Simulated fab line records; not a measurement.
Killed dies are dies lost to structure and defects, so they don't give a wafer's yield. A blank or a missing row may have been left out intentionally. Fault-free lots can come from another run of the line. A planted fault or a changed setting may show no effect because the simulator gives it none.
Chamber matching -- flow n5Finfet -- 4 sister chambers for N5_GATE_CUT_CMP_02 on cmp-01
The step polishes, stops on SiO2, t overpolish 12.7 s, target thk 0 nm. 8 wafers are shown with their chamber, then 8 later ones without.

## WAFERS PAIRED WITH THEIR CHAMBERS
wafer,chamber,motorCurrentA (A),timeToEndpointS (s)
L078.1,3,9.7,24
L079.3,0,8.8,21
L081.3,1,9.5,21
L081.6,2,8.6,25
L085.1,2,8.7,22
L085.3,1,9.3,19
L085.5,3,9.7,24
L093.1,0,8.5,20

## WAFERS WITHOUT THEIR CHAMBER
wafer,motorCurrentA (A),timeToEndpointS (s)
L093.2,9.4,22
L093.6,9.8,23
L094.3,8.3,29
L094.4,9.6,25
L094.6,8.5,21
L096.1,8.3,23
L096.2,9.7,23
L096.4,8.4,20

## THE CHAMBER EACH PASSED THROUGH
wafer,from the rows above,in truth
L093.2,can't be placed: 1 or 3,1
L093.6,3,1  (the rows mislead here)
L094.3,2,2
L094.4,3,3
L094.6,can't be placed: 0 or 2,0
L096.1,can't be placed: 2 or 0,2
L096.2,3,3
L096.4,can't be placed: 0 or 2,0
3 of 8 placed correctly. Can't be placed from these rows: 4 (the true chamber is among the candidates in 4). Wrongly placed: 1.
How it was worked out, from the rows above alone: a wafer's distance from a chamber is the root of the sum, over the readings, of the square of ((its reading less the chamber's mean) divided by the reading's scatter). The wafer belongs to the nearest chamber; if the next one is less than 2 further off, it can't be placed. A chamber's mean is the mean of its shown wafers. The scatter is the square root of a quotient: the sum, over the shown wafers, of each reading's squared deviation from its chamber's mean, divided by wafers minus chambers.
